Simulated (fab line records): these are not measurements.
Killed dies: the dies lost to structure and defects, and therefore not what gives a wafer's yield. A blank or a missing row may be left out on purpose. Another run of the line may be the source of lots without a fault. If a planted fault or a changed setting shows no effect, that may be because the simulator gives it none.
Which tool is to blame? || flow nand harc || 45 wafers from 15 lots sampled at 4 of the route's 1302 steps

## WHAT THE GAUGES READ, wafer by wafer
NHARC_A_M0_INSPECT_27.
{"lot": "L578", "measured": "day 23 06:22", "on": "defect inspect-01", "raw defect count": "401 519 463"}
{"lot": "L580", "measured": "day 23 23:08", "on": "defect inspect-01", "raw defect count": "381 341 333"}
{"lot": "L584", "measured": "day 25 12:42", "on": "defect inspect-02", "raw defect count": "427 501 407"}
{"lot": "L582", "measured": "day 25 14:59", "on": "defect inspect-01", "raw defect count": "364 405 319"}
{"lot": "L585", "measured": "day 26 03:29", "on": "defect inspect-02", "raw defect count": "393 394 305"}
{"lot": "L586", "measured": "day 26 23:08", "on": "defect inspect-02", "raw defect count": "633 538 644"}
{"lot": "L589", "measured": "day 27 14:41", "on": "defect inspect-01", "raw defect count": "581 821 512"}
{"lot": "L588", "measured": "day 27 17:46", "on": "defect inspect-02", "raw defect count": "641 727 492"}
{"lot": "L590", "measured": "day 29 01:41", "on": "defect inspect-01", "raw defect count": "336 523 584"}
{"lot": "L592", "measured": "day 29 05:28", "on": "defect inspect-02", "raw defect count": "450 482 602"}
{"lot": "L594", "measured": "day 29 14:47", "on": "defect inspect-02", "raw defect count": "715 501 607"}
{"lot": "L595", "measured": "day 30 23:35", "on": "defect inspect-02", "raw defect count": "755 566 521"}
{"lot": "L596", "measured": "day 31 07:01", "on": "defect inspect-01", "raw defect count": "407 495 553"}
{"lot": "L598", "measured": "day 31 15:34", "on": "defect inspect-01", "raw defect count": "486 423 411"}
{"lot": "L597", "measured": "day 31 16:01", "on": "defect inspect-01", "raw defect count": "449 508 596"}

## EACH LOT AND THE TOOL THAT RAN IT (in order: tool; ch and the chambers of the sampled wafers; start)
{"lot": "L578", "NHARC_A_BLC_PVD_32": "pvd sputter-01, day 23 01:31 or earlier", "NHARC_A_BLC_ALD_23": "ald metal-02 ch 1,3, day 23 01:31", "NHARC_A_M0_PVD_20": "pvd sputter-02, day 23 04:47"}
{"lot": "L580", "NHARC_A_BLC_PVD_32": "pvd sputter-03, day 23 18:20 or earlier", "NHARC_A_BLC_ALD_23": "ald metal-01 ch 0,1,2, day 23 18:20", "NHARC_A_M0_PVD_20": "pvd sputter-02, day 23 21:35"}
{"lot": "L584", "NHARC_A_BLC_PVD_32": "pvd sputter-02, day 25 08:01 or earlier", "NHARC_A_BLC_ALD_23": "ald metal-01 ch 0,1, day 25 08:01", "NHARC_A_M0_PVD_20": "pvd sputter-02, day 25 11:17"}
{"lot": "L582", "NHARC_A_BLC_PVD_32": "pvd sputter-02, day 25 10:17 or earlier", "NHARC_A_BLC_ALD_23": "ald metal-04 ch 1,2,3, day 25 10:17", "NHARC_A_M0_PVD_20": "pvd sputter-03, day 25 13:32"}
{"lot": "L585", "NHARC_A_BLC_PVD_32": "pvd sputter-03, day 25 22:31 or earlier", "NHARC_A_BLC_ALD_23": "ald metal-02 ch 0,1,3, day 25 22:31", "NHARC_A_M0_PVD_20": "pvd sputter-03, day 26 01:46"}
{"lot": "L586", "NHARC_A_BLC_PVD_32": "pvd sputter-03, day 26 18:20 or earlier", "NHARC_A_BLC_ALD_23": "ald metal-01 ch 2,3, day 26 18:20", "NHARC_A_M0_PVD_20": "pvd sputter-03, day 26 21:42"}
{"lot": "L589", "NHARC_A_BLC_PVD_32": "pvd sputter-01, day 27 10:03 or earlier", "NHARC_A_BLC_ALD_23": "ald metal-04 ch 0,1,2, day 27 10:03", "NHARC_A_M0_PVD_20": "pvd sputter-03, day 27 13:16"}
{"lot": "L588", "NHARC_A_BLC_PVD_32": "pvd sputter-01, day 27 12:58 or earlier", "NHARC_A_BLC_ALD_23": "ald metal-04 ch 0,1,2, day 27 12:58", "NHARC_A_M0_PVD_20": "pvd sputter-01, day 27 16:20"}
{"lot": "L590", "NHARC_A_BLC_PVD_32": "pvd sputter-02, day 28 21:00 or earlier", "NHARC_A_BLC_ALD_23": "ald metal-01 ch 0,1, day 28 21:00", "NHARC_A_M0_PVD_20": "pvd sputter-03, day 29 00:16"}
{"lot": "L592", "NHARC_A_BLC_PVD_32": "pvd sputter-01, day 29 00:35 or earlier", "NHARC_A_BLC_ALD_23": "ald metal-02 ch 1,3, day 29 00:35", "NHARC_A_M0_PVD_20": "pvd sputter-01, day 29 03:55"}
{"lot": "L594", "NHARC_A_BLC_PVD_32": "pvd sputter-03, day 29 10:02 or earlier", "NHARC_A_BLC_ALD_23": "ald metal-04 ch 0,2, day 29 10:02", "NHARC_A_M0_PVD_20": "pvd sputter-02, day 29 13:12"}
{"lot": "L595", "NHARC_A_BLC_PVD_32": "pvd sputter-03, day 30 18:53 or earlier", "NHARC_A_BLC_ALD_23": "ald metal-01 ch 0,1, day 30 18:53", "NHARC_A_M0_PVD_20": "pvd sputter-03, day 30 22:11"}
{"lot": "L596", "NHARC_A_BLC_PVD_32": "pvd sputter-01, day 31 02:19 or earlier", "NHARC_A_BLC_ALD_23": "ald metal-01 ch 1,2,3, day 31 02:19", "NHARC_A_M0_PVD_20": "pvd sputter-03, day 31 05:34"}
{"lot": "L598", "NHARC_A_BLC_PVD_32": "pvd sputter-02, day 31 10:45 or earlier", "NHARC_A_BLC_ALD_23": "ald metal-02 ch 0,1,3, day 31 10:45", "NHARC_A_M0_PVD_20": "pvd sputter-03, day 31 14:08"}
{"lot": "L597", "NHARC_A_BLC_PVD_32": "pvd sputter-03, day 31 11:19 or earlier", "NHARC_A_BLC_ALD_23": "ald metal-01 ch 0,1,2, day 31 11:19", "NHARC_A_M0_PVD_20": "pvd sputter-01, day 31 14:34"}
- NHARC_A_BLC_PVD_32: deposits Ti, target thk 5 nm, time 17.7 s.
- NHARC_A_BLC_ALD_23: deposits TiN, target thk 3 nm, pulse time 1 s, ald cycles 150.
- NHARC_A_M0_PVD_20: deposits TaN, target thk 5 nm, time 8.06 s.

## AS READ BY THE TOOLS THEMSELVES (means over the sampled wafers that have a number; for cases with no such wafer, the mark the record gives instead)
NHARC_A_BLC_PVD_32.
{"lot": "L578", "tool": "pvd sputter-01", "cathode dc power W (W)": 4999.6, "chamber pressure pa (Pa)": 5.003, "throttle valve pct (%)": 30.4}
{"lot": "L580", "tool": "pvd sputter-03", "cathode dc power W (W)": 4999.1, "chamber pressure pa (Pa)": 4.999, "throttle valve pct (%)": 29.6}
{"lot": "L584", "tool": "pvd sputter-02", "cathode dc power W (W)": 5000.8, "chamber pressure pa (Pa)": 5.000, "throttle valve pct (%)": 29.7}
{"lot": "L582", "tool": "pvd sputter-02", "cathode dc power W (W)": 4999.0, "chamber pressure pa (Pa)": 5.006, "throttle valve pct (%)": 29.7}
{"lot": "L585", "tool": "pvd sputter-03", "cathode dc power W (W)": 5000.4, "chamber pressure pa (Pa)": 4.990, "throttle valve pct (%)": 28.7}
{"lot": "L586", "tool": "pvd sputter-03", "cathode dc power W (W)": 5000.2, "chamber pressure pa (Pa)": 4.997, "throttle valve pct (%)": 29.0}
{"lot": "L589", "tool": "pvd sputter-01", "cathode dc power W (W)": 4999.7, "chamber pressure pa (Pa)": 5.003, "throttle valve pct (%)": 30.1}
{"lot": "L588", "tool": "pvd sputter-01", "cathode dc power W (W)": 4999.5, "chamber pressure pa (Pa)": 5.002, "throttle valve pct (%)": 29.9}
{"lot": "L590", "tool": "pvd sputter-02", "cathode dc power W (W)": 4999.7, "chamber pressure pa (Pa)": 5.015, "throttle valve pct (%)": 29.9}
{"lot": "L592", "tool": "pvd sputter-01", "cathode dc power W (W)": 5000.3, "chamber pressure pa (Pa)": 5.014, "throttle valve pct (%)": 30.2}
{"lot": "L594", "tool": "pvd sputter-03", "cathode dc power W (W)": 5000.4, "chamber pressure pa (Pa)": 5.001, "throttle valve pct (%)": 28.5}
{"lot": "L595", "tool": "pvd sputter-03", "cathode dc power W (W)": 5000.7, "chamber pressure pa (Pa)": 5.000, "throttle valve pct (%)": 29.7}
{"lot": "L596", "tool": "pvd sputter-01", "cathode dc power W (W)": 5000.9, "chamber pressure pa (Pa)": 4.995, "throttle valve pct (%)": 30.7}
{"lot": "L598", "tool": "pvd sputter-02", "cathode dc power W (W)": 4999.4, "chamber pressure pa (Pa)": 4.995, "throttle valve pct (%)": 30.0}
{"lot": "L597", "tool": "pvd sputter-03", "cathode dc power W (W)": 4999.3, "chamber pressure pa (Pa)": 5.004, "throttle valve pct (%)": 28.6}

NHARC_A_BLC_ALD_23.
{"lot": "L578", "tool": "ald metal-02", "heater power w (W)": 1098, "precursor pulse height rel": 1.000}
{"lot": "L580", "tool": "ald metal-01", "heater power w (W)": 1023, "precursor pulse height rel": 1.006}
{"lot": "L584", "tool": "ald metal-01", "heater power w (W)": 1033, "precursor pulse height rel": 0.996}
{"lot": "L582", "tool": "ald metal-04", "heater power w (W)": 1038, "precursor pulse height rel": 0.979}
{"lot": "L585", "tool": "ald metal-02", "heater power w (W)": 1093, "precursor pulse height rel": 0.977}
{"lot": "L586", "tool": "ald metal-01", "heater power w (W)": 1028, "precursor pulse height rel": 0.991}
{"lot": "L589", "tool": "ald metal-04", "heater power w (W)": 926, "precursor pulse height rel": 0.995}
{"lot": "L588", "tool": "ald metal-04", "heater power w (W)": 924, "precursor pulse height rel": 0.999}
{"lot": "L590", "tool": "ald metal-01", "heater power w (W)": 1023, "precursor pulse height rel": 0.997}
{"lot": "L592", "tool": "ald metal-02", "heater power w (W)": 1076, "precursor pulse height rel": 0.991}
{"lot": "L594", "tool": "ald metal-04", "heater power w (W)": 994, "precursor pulse height rel": 0.986}
{"lot": "L595", "tool": "ald metal-01", "heater power w (W)": 1061, "precursor pulse height rel": 1.002}
{"lot": "L596", "tool": "ald metal-01", "heater power w (W)": 1045, "precursor pulse height rel": 1.005}
{"lot": "L598", "tool": "ald metal-02", "heater power w (W)": 1080, "precursor pulse height rel": 1.000}
{"lot": "L597", "tool": "ald metal-01", "heater power w (W)": 1047, "precursor pulse height rel": 0.986}

NHARC_A_M0_PVD_20.
{"lot": "L578", "tool": "pvd sputter-02", "bias v (V)": 168.2, "cathode dc power W (W)": 15002, "chamber pressure pa (Pa)": 0.11978, "throttle valve pct (%)": 29.8}
{"lot": "L580", "tool": "pvd sputter-02", "bias v (V)": 170.3, "cathode dc power W (W)": 15000, "chamber pressure pa (Pa)": 0.11995, "throttle valve pct (%)": 29.6}
{"lot": "L584", "tool": "pvd sputter-02", "bias v (V)": 167.7, "cathode dc power W (W)": 15001, "chamber pressure pa (Pa)": 0.11984, "throttle valve pct (%)": 29.8}
{"lot": "L582", "tool": "pvd sputter-03", "bias v (V)": 167.3, "cathode dc power W (W)": 15000, "chamber pressure pa (Pa)": 0.11998, "throttle valve pct (%)": 29.6}
{"lot": "L585", "tool": "pvd sputter-03", "bias v (V)": 170.3, "cathode dc power W (W)": 15001, "chamber pressure pa (Pa)": 0.11983, "throttle valve pct (%)": 28.3}
{"lot": "L586", "tool": "pvd sputter-03", "bias v (V)": 169.4, "cathode dc power W (W)": 15000, "chamber pressure pa (Pa)": 0.12026, "throttle valve pct (%)": 30.2}
{"lot": "L589", "tool": "pvd sputter-03", "bias v (V)": 169.1, "cathode dc power W (W)": 15002, "chamber pressure pa (Pa)": 0.11998, "throttle valve pct (%)": 29.5}
{"lot": "L588", "tool": "pvd sputter-01", "bias v (V)": 169.7, "cathode dc power W (W)": 14997, "chamber pressure pa (Pa)": 0.11990, "throttle valve pct (%)": 30.6}
{"lot": "L590", "tool": "pvd sputter-03", "bias v (V)": 170.0, "cathode dc power W (W)": 15001, "chamber pressure pa (Pa)": 0.11996, "throttle valve pct (%)": 30.3}
{"lot": "L592", "tool": "pvd sputter-01", "bias v (V)": 168.1, "cathode dc power W (W)": 15001, "chamber pressure pa (Pa)": 0.11989, "throttle valve pct (%)": 30.1}
{"lot": "L594", "tool": "pvd sputter-02", "bias v (V)": 168.5, "cathode dc power W (W)": 14999, "chamber pressure pa (Pa)": 0.11997, "throttle valve pct (%)": 30.2}
{"lot": "L595", "tool": "pvd sputter-03", "bias v (V)": "-", "cathode dc power W (W)": "-", "chamber pressure pa (Pa)": "-", "throttle valve pct (%)": "-"}
{"lot": "L596", "tool": "pvd sputter-03", "bias v (V)": "-", "cathode dc power W (W)": "-", "chamber pressure pa (Pa)": "-", "throttle valve pct (%)": "-"}
{"lot": "L598", "tool": "pvd sputter-03", "bias v (V)": "-", "cathode dc power W (W)": "-", "chamber pressure pa (Pa)": "-", "throttle valve pct (%)": "-"}
{"lot": "L597", "tool": "pvd sputter-01", "bias v (V)": 166.1, "cathode dc power W (W)": 14999, "chamber pressure pa (Pa)": 0.11986, "throttle valve pct (%)": 30.6}

## THE ANSWER, worked out from the rows above alone
Rule: what is usual is taken from the lots themselves. The widest of any qualifying gaps counts: lots, ordered by their means at a reading, are off when they make up no more than a third of the lots, leave a main group of 4 or more, and stand apart from it by 3 or more times the standard deviation of that group's means. The tables above print the reading to a certain number of digits; a main group whose means all agree to those digits is not used. A lot without any number at a reading at which 4 lots or more have one is off too. All remaining lots with rows at the step are treated as sound. After the gauges, taken in route order, come the tools' own readings; for these a lot's mean is taken, as printed above. At the first step where some lot is off, the reading lying furthest off is the one used; lots without a number count as furthest.
Off: L595, L596, L598, at NHARC_A_M0_PVD_20 (bias v). Without a number there: L595, L596, L598. The main group: mean 168.7 V, standard deviation 1.3.
If a tool, at that step or one of the process steps before it, ran each lot that is off and ran no sound lot following the first of them, it fits. Because NHARC_A_BLC_PVD_32 lacks a start for some lots, the hours and order of its lots are taken from NHARC_A_BLC_ALD_23. One fits: NHARC_A_M0_PVD_20 on pvd sputter-03. A fault onset in the window from L590 (day 29 00:16, its last sound lot) to L595 (day 30 22:11, its first lot off) fits.
Blank at NHARC_A_M0_PVD_20 on the lots that are off, where sound lots have numbers: bias v, cathode dc power W, chamber pressure pa, throttle valve pct.

## WHAT HAD BEEN PUT IN BY THE SIMULATOR
At NHARC_A_M0_PVD_20, the step was skipped entirely on pvd sputter-03 from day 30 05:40 on. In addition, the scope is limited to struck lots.
Shown lots that were struck: L595, L596, L598. The rule above reached the same finding.
